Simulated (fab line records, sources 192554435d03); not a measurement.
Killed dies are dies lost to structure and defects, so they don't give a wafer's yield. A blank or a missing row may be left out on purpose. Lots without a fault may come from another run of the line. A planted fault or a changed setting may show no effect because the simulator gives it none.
fab line records | flow n5_finfet | part 1 of 2: steps 1 to 4 of 6
record lots=24 wafers=72 last_day=19
route steps=1938 shown BEOL_M1@776
lots that met no fault: from a run of the same line without faults
start_h: hours from the record's first day to the start of the lot's first wafer shown | wait_h: hours since the lot's step before | " the same as in the row above | L1.1+2: a row that stands for several wafers | - no value, or no start given | * or withheld: withheld | < > ~ a bound
route shown NAME@n: a module of which the file shows steps, and the number in the route of the first | usual: mean/standard deviation of fault-free wafers | same: alike in all rows | chamber/n: place in a boat | sites: the reading at each site | _std_site: their standard deviation | _edge_site: outer sites' mean less inner sites' | radius_mm: how far each site lies from the wafer's centre | mask NAME#n: copy n | behind: the tool/chamber that last shaped the wafer | hold: why the lot was held/for how many hours/how that ended | device: the transistor (n, p or np) that didn't switch | end of line: the same wafers' tests at the end of the route | a step without rows: its recipe alone | killed: dies lost to structure and defects at the first sort, not the wafer's yield | map: a wafer's dies, x killed, . not, _ none there
set.NAME: the setting as run; set.NAME@STEP: as run at that earlier step | model.NAME: the simulator's own value behind a step, which no gauge read
steps of the route over a sample of lots; a table a step, a row a wafer
services: from which hour (start_h, from the record's first day; less than 0 if before it) a tool's chamber was out of use, for how many hours, and why
## steps
# step N5_BEOL_M1_CD_MEAS_18
# recipe pitch_nm=36 target_cd_nm=18
# usual cd_nm=18.0/0.35
# columns lot.wafer tool chamber start_h wait_h cd_nm
L074.1 cd_sem-02 - 126.28 0.0 17.4
L074.3 " - " " 18.3
L074.6 " - " " 17.8
L075.2 cd_sem-01 - 138.25 0.1 17.8
L075.4 " - " " 18.1
L075.6 " - " " 18.0
L077.1 cd_sem-02 - 140.27 0.0 18.8
L077.4 " - " " 18.1
L077.5 " - " " 18.8
L076.1 cd_sem-02 - 143.97 0.0 18.1
L076.4 " - " " 18.4
L076.5 " - " " 18.2
L078.1 cd_sem-01 - 148.03 0.0 17.4
L078.3 " - " " 18.2
L078.4 " - " " 18.1
L079.1 cd_sem-02 - 159.55 0.0 18.1
L079.4 " - " " 18.4
L079.6 " - " " 17.9
L080.1 cd_sem-03 - 162.14 0.0 18.3
L080.4 " - " " 18.4
L080.6 " - " " 18.5
L081.1 cd_sem-01 - 168.07 0.0 18.1
L081.3 " - " " 17.6
L081.4 " - " " 18.1
L082.3 cd_sem-02 - 179.64 0.1 18.6
L082.4 " - " " 18.0
L082.6 " - " " 17.6
L083.2 cd_sem-01 - 186.02 0.1 17.5
L083.4 " - " " 18.3
L083.6 " - " " 18.5
L084.1 cd_sem-02 - 188.70 0.0 17.9
L084.4 " - " " 18.5
L084.6 " - " " 18.4
L085.2 cd_sem-03 - 199.55 0.1 17.9
L085.3 " - " " 18.2
L085.4 " - " " 18.4
L086.1 cd_sem-01 - 202.93 0.0 18.0
L086.5 " - " " 18.1
L086.6 " - " " 17.7
L087.1 cd_sem-02 - 206.74 0.0 17.7
L087.2 " - " " 17.6
L087.5 " - " " 18.1
L088.1 cd_sem-03 - 212.06 0.1 18.2
L088.3 " - " " 18.0
L088.6 " - " " 17.4
L089.2 cd_sem-02 - 216.42 0.1 17.8
L089.3 " - " " 17.9
L089.6 " - " " 18.0
L090.3 cd_sem-02 - 224.56 0.1 18.0
L090.4 " - " " 18.1
L090.5 " - " " 17.8
L091.1 cd_sem-02 - 224.89 0.0 17.4
L091.2 " - " " 18.1
L091.6 " - " " 18.4
L092.1 cd_sem-03 - 233.44 0.0 18.0
L092.2 " - " " 17.7
L092.6 " - " " 18.4
L093.1 cd_sem-02 - 239.30 0.0 17.9
L093.4 " - " " 17.7
L093.6 " - " " 17.6
L094.1 cd_sem-01 - 249.14 0.0 18.2
L094.2 " - " " 18.2
L094.5 " - " " 18.0
L095.2 cd_sem-03 - 252.47 0.1 17.8
L095.5 " - " " 18.0
L095.6 " - " " 17.8
L096.2 cd_sem-01 - 266.27 0.1 17.9
L096.4 " - " " 18.3
L096.5 " - " " 17.9
L097.2 cd_sem-02 - 266.44 0.1 18.0
L097.3 " - " " 17.6
L097.6 " - " " 17.4
# step N5_BEOL_M1_OVL_MEAS_29
# recipe points_per_wafer=522
# usual V0_OVL=0.1/0.64
# columns lot.wafer tool chamber start_h wait_h V0_OVL[nm]
L074.1 overlay-02 0 126.77 0.0 -0.5
L074.3 " 0 " " -1.2
L074.6 " 0 " " -1.1
L075.2 overlay-01 0 138.63 0.0 0.1
L075.4 " 0 " " 1.2
L075.6 " 0 " " 0.2
L077.1 overlay-01 0 140.74 0.0 0.8
L077.4 " 0 " " 0.5
L077.5 " 0 " " 0.7
L076.1 overlay-02 0 144.44 0.0 -0.5
L076.4 " 0 " " -0.1
L076.5 " 0 " " -1.1
L078.1 overlay-01 0 148.38 0.0 0.5
L078.3 " 0 " " 0.1
L078.4 " 0 " " 0.1
L079.1 overlay-01 0 159.96 0.0 -0.9
L079.4 " 0 " " 0.6
L079.6 " 0 " " -0.1
L080.1 overlay-01 0 162.87 0.0 1.0
L080.4 " 0 " " 0.4
L080.6 " 0 " " 0.1
L081.1 overlay-02 0 168.55 0.0 0.6
L081.3 " 0 " " 0.1
L081.4 " 0 " " -0.2
L082.3 overlay-01 0 180.12 0.0 0.9
L082.4 " 0 " " 0.4
L082.6 " 0 " " 0.6
L083.2 overlay-01 0 186.50 0.0 -0.2
L083.4 " 0 " " -0.3
L083.6 " 0 " " -0.2
L084.1 overlay-01 0 189.05 0.0 1.0
L084.4 " 0 " " 0.7
L084.6 " 0 " " 1.3
L085.2 overlay-01 0 200.04 0.0 -0.5
L085.3 " 0 " " -0.3
L085.4 " 0 " " -0.5
L086.1 overlay-01 0 203.40 0.0 1.1
L086.5 " 0 " " 0.6
L086.6 " 0 " " -0.2
L087.1 overlay-02 0 207.22 0.0 -0.1
L087.2 " 0 " " -0.7
L087.5 " 0 " " 0.6
L088.1 overlay-01 0 212.41 0.0 0.0
L088.3 " 0 " " -0.8
L088.6 " 0 " " 0.0
L089.2 overlay-01 0 216.77 0.0 -0.1
L089.3 " 0 " " 0.2
L089.6 " 0 " " -0.2
L090.3 overlay-02 0 225.04 0.0 1.1
L090.4 " 0 " " -0.1
L090.5 " 0 " " 0.6
L091.1 overlay-01 0 225.36 0.0 -0.4
L091.2 " 0 " " -0.2
L091.6 " 0 " " 0.5
L092.1 overlay-01 0 233.91 0.0 1.3
L092.2 " 0 " " 0.5
L092.6 " 0 " " 0.9
L093.1 overlay-01 0 239.65 0.0 0.7
L093.4 " 0 " " 1.8
L093.6 " 0 " " 0.9
L094.1 overlay-01 0 249.49 0.0 -0.7
L094.2 " 0 " " -0.7
L094.5 " 0 " " -0.3
L095.2 overlay-01 0 252.95 0.0 -0.9
L095.5 " 0 " " -1.1
L095.6 " 0 " " -0.9
L096.2 overlay-01 0 266.63 0.0 -0.3
L096.4 " 0 " " 1.4
L096.5 " 0 " " 0.6
L097.2 overlay-01 0 266.92 0.0 0.8
L097.3 " 0 " " 0.3
L097.6 " 0 " " 0.0
# step N5_BEOL_M1_DESCUM_33
# recipe chemistry=O2 time_s=7 source_power_w=50 bias_power_w=20 pressure_mtorr=20 rf_frequency_hz=2.712e+07 temp_c=40 resist=CAR-EUV o2_flow_sccm=225
# usual bias_power_w=20.00/0.061 drypump_motor_current_A=5.8/0.48 o2_flow_sccm=225.0/0.63 oes_product_au=0.80/0.09 rf_vpp_V=243.1/1.5 showerhead_plenum_p_Torr=2.09/0.082 throttle_valve_pct=20.51/0.23
# columns lot.wafer tool chamber start_h wait_h bias_power_w drypump_motor_current_A o2_flow_sccm oes_product_au rf_hours_counter_h rf_vpp_V showerhead_plenum_p_Torr throttle_valve_pct
L074.1 rie_diel-05 2 127.17 0.3 19.87 6.0 224.0 0.77 124 243.8 2.18 20.78
L074.3 " 3 " " 19.99 5.1 226.1 0.73 186 241.8 2.09 20.23
L074.6 " 1 " " 20.02 5.6 224.6 0.69 - 243.4 2.16 20.47
L075.2 rie_diel-02 3 138.72 0.0 19.95 5.2 225.2 0.92 26 244.0 2.12 20.61
L075.4 " 0 " " 19.97 6.1 224.7 0.70 236 245.0 2.13 20.10
L075.6 " 2 " " 20.07 5.3 224.8 0.82 - 240.7 2.03 20.44
L077.1 rie_diel-06 1 140.83 0.0 19.97 6.5 225.5 0.76 163 243.3 2.09 20.75
L077.4 " 2 " " 19.96 6.1 225.2 0.97 1 242.7 2.14 20.51
L077.5 " 3 " " 20.05 6.0 224.8 0.71 - 241.7 1.99 20.61
L076.1 rie_diel-06 3 144.53 0.0 19.98 6.0 226.3 0.71 188 241.4 1.99 20.60
L076.4 " 1 " " 19.89 6.5 225.5 0.77 163 241.8 2.09 20.78
L076.5 " 3 " " 19.94 6.0 225.9 0.71 - 242.2 1.99 20.60
L078.1 rie_diel-06 0 148.47 0.0 20.01 5.3 225.2 0.78 112 240.3 1.93 20.68
L078.3 " 2 " " 19.97 6.1 223.8 0.95 3 242.1 2.14 20.52
L078.4 " 3 " " 20.06 6.0 224.7 0.72 189 241.1 1.99 20.60
L079.1 rie_diel-06 0 160.05 0.0 19.97 5.3 224.7 0.77 115 239.8 1.93 20.67
L079.4 " 3 " " 20.04 5.9 224.6 0.71 191 242.0 1.99 20.60
L079.6 " 3 " " 20.07 5.9 225.5 0.71 - 242.2 1.98 20.59
L080.1 rie_diel-02 1 162.96 0.0 19.93 6.6 224.7 0.92 17 244.4 2.23 20.29
L080.4 " 3 " " 20.02 5.3 224.3 0.91 32 244.7 2.12 20.59
L080.6 " 2 " " 19.97 5.3 226.0 0.82 - 242.0 2.03 20.44
L081.1 rie_diel-05 1 168.64 0.0 19.99 5.6 226.2 0.69 217 243.2 2.16 20.50
L081.3 " 2 " " 20.00 6.0 224.6 0.76 134 243.9 2.18 20.78
L081.4 " 3 " " 19.91 5.1 225.3 0.71 196 244.1 2.09 20.24
L082.3 rie_diel-05 2 180.20 0.0 19.97 6.0 224.4 0.76 137 244.9 2.18 20.80
L082.4 " 0 " " 20.09 5.8 226.2 0.70 249 242.8 2.05 20.63
L082.6 " 3 " " 20.05 5.1 225.1 0.71 - 242.3 2.09 20.24
L083.2 rie_diel-05 1 186.59 0.0 19.96 5.6 224.6 0.68 221 243.1 2.16 20.49
L083.4 " 1 " " 20.05 5.7 223.6 0.69 - 244.2 2.16 20.50
L083.6 " 3 " " 20.16 5.2 224.5 0.71 - 243.8 2.09 20.25
L084.1 rie_diel-06 0 189.14 0.0 20.02 5.3 224.2 0.77 123 241.2 1.93 20.69
L084.4 " 1 " " 20.08 6.5 224.2 0.76 176 243.1 2.09 20.78
L084.6 " 1 " " 19.99 6.5 225.3 0.76 - 243.1 2.09 20.78
L085.2 rie_diel-02 3 200.12 0.0 20.03 5.3 225.0 0.90 42 243.0 2.11 20.60
L085.3 " 2 " " 19.97 5.3 225.2 0.81 119 241.7 2.02 20.48
L085.4 " 2 " " 20.00 5.3 224.5 0.81 - 242.7 2.02 20.48
L086.1 rie_diel-02 3 203.50 0.0 20.00 5.3 224.9 0.90 43 244.0 2.11 20.62
L086.5 " 3 " " 19.97 5.2 226.5 0.90 - 244.3 2.11 20.62
L086.6 " 1 " " 20.05 6.6 225.2 0.87 - 244.6 2.23 20.28
L087.1 rie_diel-06 2 207.35 0.1 19.99 6.1 225.2 0.92 21 244.4 2.14 20.55
L087.2 " 0 " " 20.02 5.2 225.8 0.75 132 241.1 1.92 20.71
L087.5 " 2 " " 20.02 6.1 224.3 0.91 - 244.4 2.14 20.55
L088.1 rie_diel-02 1 212.50 0.0 20.02 6.6 224.8 0.87 34 244.4 2.23 20.28
L088.3 " 3 " " 19.97 5.2 223.7 0.88 48 243.1 2.11 20.63
L088.6 " 1 " " 20.10 6.6 224.6 0.86 - 245.2 2.23 20.31
L089.2 rie_diel-06 2 217.17 0.3 19.98 6.1 224.3 0.91 24 244.4 2.13 20.57
L089.3 " 1 " " 20.04 6.5 224.1 0.76 184 242.9 2.08 20.81
L089.6 " 1 " " 19.98 6.5 224.9 0.75 - 244.2 2.08 20.80
L090.3 rie_diel-02 3 225.12 0.0 19.89 5.2 226.1 0.87 54 244.0 2.11 20.64
L090.4 " 1 " " 20.00 6.6 224.8 0.86 39 244.7 2.22 20.30
L090.5 " 2 " " 20.01 5.3 224.1 0.80 - 242.1 2.02 20.50
L091.1 rie_diel-02 1 225.45 0.0 19.99 6.6 225.4 0.87 39 245.1 2.22 20.31
L091.2 " 2 " " 19.97 5.3 223.8 0.79 131 241.9 2.02 20.48
L091.6 " 0 " " 19.92 6.1 225.3 0.97 - 243.2 2.13 19.67
L092.1 rie_diel-02 3 234.01 0.0 19.88 5.2 225.2 0.87 56 244.6 2.11 20.64
L092.2 " 2 " " 20.09 5.3 224.6 0.78 133 242.3 2.02 20.50
L092.6 " 2 " " 20.07 5.3 225.3 0.79 - 241.3 2.02 20.49
L093.1 rie_diel-05 2 239.75 0.0 19.93 5.9 225.5 0.74 158 244.6 2.17 20.83
L093.4 " 0 " " 20.03 5.8 226.3 0.94 12 243.0 2.04 20.29
L093.6 " 2 " " 19.96 6.0 224.7 0.74 - 244.5 2.17 20.83
L094.1 rie_diel-05 3 249.65 0.1 20.06 5.2 226.1 0.70 224 242.3 2.08 20.30
L094.2 " 1 " " 20.11 5.7 225.4 0.68 245 242.8 2.15 20.53
L094.5 " 3 " " 20.04 5.2 225.6 0.70 - 241.7 2.08 20.27
L095.2 rie_diel-06 3 253.03 0.0 20.14 6.0 225.6 0.68 221 241.4 1.97 20.67
L095.5 " 3 " " 20.10 6.0 224.9 0.68 - 241.2 1.98 20.64
L095.6 " 0 " " 20.07 5.2 224.7 0.73 - 240.9 1.92 20.71
L096.2 rie_diel-05 0 266.71 0.0 19.95 5.8 224.6 0.92 21 241.9 2.04 20.30
L096.4 " 2 " " 20.12 6.0 224.9 0.73 - 245.4 2.17 20.82
L096.5 " 3 " " 20.05 5.2 225.7 0.69 - 243.5 2.08 20.28
L097.2 rie_diel-05 0 267.00 0.0 20.03 5.8 225.8 0.92 21 242.9 2.04 20.31
L097.3 " 2 " " 20.05 6.0 225.3 0.75 167 246.4 2.17 20.83
L097.6 " 3 " " 19.97 5.1 225.5 0.69 - 244.3 2.08 20.30
# step N5_BEOL_M1_ETCH_69
# recipe chemistry=CF4 target=SiARC target_depth_a=156 mask_material=CAR-EUV time_s=26 ion_energy_ev=80 pressure_mtorr=40 source_w=545 bias_w=36 Ar_flow_sccm=100 cf4_flow_sccm=100 ends=cleared
# usual drypump_motor_current_A=5.8/0.48 etch_rf_on_time_s=25.9/0.61 oes_product_au=0.68/0.077 rf_vpp_V=184.1/1.3 showerhead_plenum_p_Torr=2.14/0.078 throttle_valve_pct=15.68/0.25
# columns lot.wafer tool chamber start_h wait_h drypump_motor_current_A etch_rf_on_time_s oes_product_au rf_hours_counter_h rf_vpp_V showerhead_plenum_p_Torr throttle_valve_pct
L074.1 rie_diel-05 2 127.22 0.0 6.0 25.4 0.67 124 186.2 2.23 15.97
L074.3 " 3 " " 5.1 26.0 0.62 186 185.7 2.12 15.36
L074.6 " 1 " " 5.6 26.6 0.59 - 184.2 2.21 15.63
L075.2 rie_diel-02 3 138.77 0.0 5.2 25.2 0.79 26 184.5 2.18 15.74
L075.4 " 0 " " 6.2 25.4 0.61 236 185.2 2.21 15.49
L075.6 " 2 " " 5.3 25.4 0.69 - 183.5 2.07 15.56
L077.1 rie_diel-06 1 140.88 0.0 6.5 25.5 0.66 163 184.3 2.13 15.89
L077.4 " 2 " " 6.1 27.1 0.83 1 184.2 2.19 15.60
L077.5 " 3 " " 6.0 26.6 0.60 - 183.4 2.06 15.90
L076.1 rie_diel-06 3 144.59 0.0 6.0 26.8 0.60 188 183.3 2.05 15.90
L076.4 " 1 " " 6.4 25.3 0.66 163 183.9 2.13 15.90
L076.5 " 3 " " 6.0 26.6 0.61 - 183.9 2.05 15.90
L078.1 rie_diel-06 0 148.52 0.0 5.2 25.0 0.69 112 182.6 1.98 15.79
L078.3 " 2 " " 6.1 26.4 0.83 3 184.6 2.19 15.61
L078.4 " 3 " " 6.0 26.4 0.61 189 184.1 2.05 15.92
L079.1 rie_diel-06 0 160.10 0.0 5.2 25.0 0.68 115 182.7 1.98 15.79
L079.4 " 3 " " 6.0 26.1 0.61 191 181.8 2.05 15.93
L079.6 " 3 " " 6.0 26.3 0.61 - 181.4 2.05 15.93
L080.1 rie_diel-02 1 163.01 0.0 6.5 26.0 0.77 17 185.1 2.26 15.32
L080.4 " 3 " " 5.3 25.5 0.79 32 184.7 2.18 15.76
L080.6 " 2 " " 5.3 25.6 0.69 - 183.0 2.07 15.57
L081.1 rie_diel-05 1 168.69 0.0 5.6 27.1 0.58 217 183.8 2.20 15.65
L081.3 " 2 " " 6.0 25.5 0.66 134 186.0 2.23 15.98
L081.4 " 3 " " 5.2 26.2 0.61 196 183.4 2.12 15.36
L082.3 rie_diel-05 2 180.25 0.0 6.0 25.8 0.66 137 184.4 2.23 16.00
L082.4 " 0 " " 5.8 26.9 0.59 249 184.6 2.11 15.92
L082.6 " 3 " " 5.2 26.7 0.61 - 182.7 2.12 15.37
L083.2 rie_diel-05 1 186.64 0.0 5.6 27.0 0.58 221 184.3 2.20 15.64
L083.4 " 1 " " 5.6 27.1 0.58 - 186.3 2.20 15.68
L083.6 " 3 " " 5.1 26.1 0.61 - 182.9 2.11 15.37
L084.1 rie_diel-06 0 189.19 0.0 5.2 25.6 0.66 123 181.1 1.98 15.82
L084.4 " 1 " " 6.5 25.8 0.64 176 184.4 2.12 15.94
L084.6 " 1 " " 6.5 25.7 0.65 - 183.6 2.12 15.93
L085.2 rie_diel-02 3 200.18 0.0 5.2 25.4 0.77 42 185.0 2.17 15.78
L085.3 " 2 " " 5.3 25.3 0.68 119 181.6 2.07 15.61
L085.4 " 2 " " 5.3 25.2 0.69 - 184.3 2.07 15.60
L086.1 rie_diel-02 3 203.55 0.0 5.2 25.3 0.76 43 185.7 2.17 15.77
L086.5 " 3 " " 5.2 25.4 0.76 - 185.4 2.17 15.78
L086.6 " 1 " " 6.6 25.9 0.75 - 185.5 2.26 15.33
L087.1 rie_diel-06 2 207.40 0.0 6.1 26.2 0.78 21 185.5 2.18 15.65
L087.2 " 0 " " 5.2 25.3 0.67 132 182.2 1.98 15.84
L087.5 " 2 " " 6.1 26.4 0.78 - 185.2 2.18 15.65
L088.1 rie_diel-02 1 212.55 0.0 6.6 26.1 0.74 34 186.6 2.25 15.35
L088.3 " 3 " " 5.2 25.7 0.76 48 184.5 2.17 15.80
L088.6 " 1 " " 6.6 25.9 0.75 - 185.0 2.25 15.36
L089.2 rie_diel-06 2 217.22 0.0 6.1 26.8 0.76 24 186.2 2.18 15.65
L089.3 " 1 " " 6.5 25.6 0.64 184 184.2 2.12 15.93
L089.6 " 1 " " 6.5 25.5 0.64 - 183.4 2.12 15.95
L090.3 rie_diel-02 3 225.17 0.0 5.2 25.6 0.75 54 184.0 2.17 15.80
L090.4 " 1 " " 6.6 26.0 0.74 39 186.4 2.25 15.35
L090.5 " 2 " " 5.3 25.5 0.68 - 184.1 2.06 15.63
L091.1 rie_diel-02 1 225.51 0.0 6.5 26.0 0.74 39 186.9 2.25 15.36
L091.2 " 2 " " 5.2 25.5 0.67 131 183.3 2.06 15.62
L091.6 " 0 " " 6.1 25.1 0.84 - 183.2 2.20 15.01
L092.1 rie_diel-02 3 234.06 0.0 5.2 25.3 0.75 56 184.9 2.17 15.82
L092.2 " 2 " " 5.3 25.3 0.68 133 184.3 2.06 15.62
L092.6 " 2 " " 5.3 25.5 0.67 - 183.4 2.06 15.62
L093.1 rie_diel-05 2 239.80 0.0 6.0 25.7 0.63 158 183.7 2.22 16.03
L093.4 " 0 " " 5.8 25.6 0.80 12 184.3 2.11 15.45
L093.6 " 2 " " 6.0 25.5 0.64 - 184.7 2.22 16.05
L094.1 rie_diel-05 3 249.71 0.0 5.2 26.4 0.60 224 182.2 2.11 15.41
L094.2 " 1 " " 5.6 27.2 0.56 245 185.0 2.19 15.72
L094.5 " 3 " " 5.1 26.4 0.59 - 185.5 2.11 15.43
L095.2 rie_diel-06 3 253.08 0.0 6.0 26.8 0.59 221 184.1 2.04 15.99
L095.5 " 3 " " 6.0 26.8 0.59 - 182.0 2.04 15.98
L095.6 " 0 " " 5.2 25.4 0.64 - 180.9 1.97 15.88
L096.2 rie_diel-05 0 266.76 0.0 5.8 25.7 0.80 21 183.5 2.11 15.47
L096.4 " 2 " " 6.0 25.4 0.64 - 185.4 2.22 16.06
L096.5 " 3 " " 5.1 26.5 0.59 - 183.0 2.11 15.41
L097.2 rie_diel-05 0 267.06 0.0 5.8 25.7 0.78 21 183.0 2.11 15.47
L097.3 " 2 " " 6.0 25.3 0.64 167 186.5 2.22 16.06
L097.6 " 3 " " 5.2 26.3 0.60 - 182.8 2.11 15.43
